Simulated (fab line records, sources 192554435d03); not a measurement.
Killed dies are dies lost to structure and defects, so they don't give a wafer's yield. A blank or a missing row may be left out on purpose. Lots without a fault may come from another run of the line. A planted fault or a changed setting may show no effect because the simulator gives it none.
Chamber matching | flow n5_finfet | N5_GATE_CUT_HM_DEP_46 on pecvd-02: 3 sister chambers
The step deposits SiO2 from TEOS/O2, target thk 130 nm, time 26.6 s. 14 wafers are shown with their chamber, then 7 later ones without.

WAFERS WITH THEIR CHAMBER
wafer  | chamber | throttle_valve_pct (%) | showerhead_plenum_p_Torr (Torr) | heater_power_w (W)
L074.1 | 2       | 18.0                   | 8.410                           | 434
L074.3 | 0       | 17.1                   | 8.409                           | 504
L074.5 | 2       | 17.8                   | 8.407                           | 442
L080.2 | 2       | 17.9                   | 8.386                           | 474
L080.3 | 0       | 17.3                   | 8.421                           | 601
L080.6 | 0       | 17.2                   | 8.406                           | 597
L085.2 | 0       | 17.5                   | 8.414                           | 598
L085.3 | 1       | 19.8                   | 8.353                           | 523
L085.6 | 2       | 18.0                   | 8.394                           | 389
L089.2 | 2       | 17.9                   | 8.394                           | 413
L089.5 | 1       | 19.9                   | 8.366                           | 562
L089.6 | 2       | 18.0                   | 8.409                           | 422
L093.2 | 0       | 17.8                   | 8.387                           | 537
L093.3 | 2       | 18.4                   | 8.413                           | 466

SIGNATURES (means of the wafers above)
reading                  | chamber 0 | chamber 1 | chamber 2 | scatter within a chamber
throttle_valve_pct       | 17.380    | 19.850    | 18.000    | 0.22
showerhead_plenum_p_Torr | 8.40740   | 8.35950   | 8.40186   | 0.0112
heater_power_w           | 567.40    | 542.50    | 434.29    | 35.6
Rule: a wafer's distance from a chamber is the root of the sum, over the readings, of the square of ((its reading less the chamber's mean) divided by the reading's scatter). The wafer belongs to the nearest chamber; if the next one is less than 2 further off, it can't be placed. The scatter: the root of (the sum of the squares of (reading less its chamber's mean) over the shown wafers, divided by (wafers less chambers)).

WAFERS WITHOUT THEIR CHAMBER
wafer  | throttle_valve_pct (%) | showerhead_plenum_p_Torr (Torr) | heater_power_w (W)
L093.6 | 17.8                   | 8.409                           | 465
L095.2 | 18.2                   | 8.426                           | 518
L095.4 | 18.2                   | 8.401                           | 519
L095.5 | 19.7                   | 8.340                           | 588
L097.3 | 18.1                   | 8.408                           | 478
L097.4 | 17.7                   | 8.395                           | 473
L097.6 | 18.3                   | 8.388                           | 492

WHICH CHAMBER EACH WENT THROUGH
wafer  | from the rows above     | in truth
L093.6 | 2                       | 2
L095.2 | can't be placed: 2 or 0 | 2
L095.4 | can't be placed: 2 or 0 | 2
L095.5 | 1                       | 1
L097.3 | 2                       | 2
L097.4 | can't be placed: 2 or 0 | 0
L097.6 | 2                       | 2
Placed correctly: 4 of 7. Can't be placed from these rows: 3 (the true chamber is among the candidates in 3). Placed wrongly: 0.
